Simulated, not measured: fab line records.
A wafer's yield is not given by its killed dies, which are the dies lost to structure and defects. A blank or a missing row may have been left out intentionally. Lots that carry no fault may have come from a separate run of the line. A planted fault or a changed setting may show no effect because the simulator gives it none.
Chamber matching / flow nand harc / rie diel-03 running NHARC_A_CHANNEL_FILL_D1_ETCHBACK_20: 4 sister chambers
The step etches the open film in C4F8/O2/Ar, target depth 27 nm, time 13.5 s. 22 wafers are shown with their chamber, then 11 later ones without.

WAFERS, EACH WITH ITS CHAMBER
wafer=L075.2; chamber=1; rf vpp V (V)=978; oes product au (a.u.)=0.93
wafer=L075.5; chamber=0; rf vpp V (V)=987; oes product au (a.u.)=0.91
wafer=L075.6; chamber=3; rf vpp V (V)=975; oes product au (a.u.)=0.91
wafer=L078.2; chamber=1; rf vpp V (V)=977; oes product au (a.u.)=1.00
wafer=L078.3; chamber=0; rf vpp V (V)=988; oes product au (a.u.)=0.99
wafer=L078.6; chamber=0; rf vpp V (V)=986; oes product au (a.u.)=1.00
wafer=L084.3; chamber=3; rf vpp V (V)=974; oes product au (a.u.)=0.94
wafer=L084.4; chamber=2; rf vpp V (V)=974; oes product au (a.u.)=0.93
wafer=L084.5; chamber=3; rf vpp V (V)=976; oes product au (a.u.)=0.94
wafer=L084.1; chamber=0; rf vpp V (V)=988; oes product au (a.u.)=0.95
wafer=L084.2; chamber=1; rf vpp V (V)=976; oes product au (a.u.)=0.95
wafer=L084.6; chamber=2; rf vpp V (V)=975; oes product au (a.u.)=0.95
wafer=L086.2; chamber=2; rf vpp V (V)=973; oes product au (a.u.)=0.98
wafer=L086.3; chamber=1; rf vpp V (V)=977; oes product au (a.u.)=0.98
wafer=L086.5; chamber=3; rf vpp V (V)=973; oes product au (a.u.)=0.97
wafer=L089.4; chamber=0; rf vpp V (V)=987; oes product au (a.u.)=0.96
wafer=L089.5; chamber=0; rf vpp V (V)=988; oes product au (a.u.)=0.96
wafer=L089.6; chamber=1; rf vpp V (V)=978; oes product au (a.u.)=0.97
wafer=L090.1; chamber=1; rf vpp V (V)=978; oes product au (a.u.)=0.93
wafer=L090.3; chamber=0; rf vpp V (V)=988; oes product au (a.u.)=0.91
wafer=L090.6; chamber=2; rf vpp V (V)=975; oes product au (a.u.)=1.01
wafer=L090.2; chamber=2; rf vpp V (V)=974; oes product au (a.u.)=1.00

SIGNATURES (averages over the wafers above)
reading=rf vpp V; chamber 0=987.43; chamber 1=977.33; chamber 2=974.20; chamber 3=974.50; scatter within a chamber=0.908
reading=oes product au; chamber 0=0.9543; chamber 1=0.9600; chamber 2=0.9740; chamber 3=0.9400; scatter within a chamber=0.0314
Rule: a wafer lies at a distance from a chamber equal to the root of the sum of squares, over the readings, of (its reading less the chamber's mean, divided by the reading's scatter). If the next closest chamber is less than 2 further off than the closest, the wafer can't be placed; otherwise it belongs to the closest. The scatter is the square root of a quotient: the sum, over the shown wafers, of each reading's squared deviation from its chamber's mean, divided by wafers minus chambers.

WAFERS MISSING THEIR CHAMBER
wafer=L090.4; rf vpp V (V)=973; oes product au (a.u.)=0.91
wafer=L090.5; rf vpp V (V)=977; oes product au (a.u.)=0.92
wafer=L091.1; rf vpp V (V)=987; oes product au (a.u.)=0.92
wafer=L091.4; rf vpp V (V)=974; oes product au (a.u.)=0.94
wafer=L091.5; rf vpp V (V)=976; oes product au (a.u.)=0.92
wafer=L092.3; rf vpp V (V)=974; oes product au (a.u.)=0.92
wafer=L092.4; rf vpp V (V)=976; oes product au (a.u.)=0.92
wafer=L092.6; rf vpp V (V)=976; oes product au (a.u.)=0.92
wafer=L095.2; rf vpp V (V)=978; oes product au (a.u.)=0.91
wafer=L095.3; rf vpp V (V)=973; oes product au (a.u.)=0.91
wafer=L095.4; rf vpp V (V)=986; oes product au (a.u.)=1.00

THE CHAMBER EACH PASSED THROUGH
wafer=L090.4; from the rows above=can't be placed: 3 or 2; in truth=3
wafer=L090.5; from the rows above=can't be placed: 1 or 3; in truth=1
wafer=L091.1; from the rows above=0; in truth=0
wafer=L091.4; from the rows above=can't be placed: 3 or 2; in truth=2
wafer=L091.5; from the rows above=can't be placed: 3 or 1 or 2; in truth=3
wafer=L092.3; from the rows above=can't be placed: 3 or 2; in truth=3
wafer=L092.4; from the rows above=can't be placed: 3 or 1 or 2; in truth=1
wafer=L092.6; from the rows above=can't be placed: 3 or 1 or 2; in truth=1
wafer=L095.2; from the rows above=1; in truth=1
wafer=L095.3; from the rows above=can't be placed: 3 or 2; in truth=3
wafer=L095.4; from the rows above=0; in truth=0
3 of 11 placed correctly. Cannot be placed on the basis of these rows: 8; the candidates contain the true chamber in 8. Wrongly placed: 0.
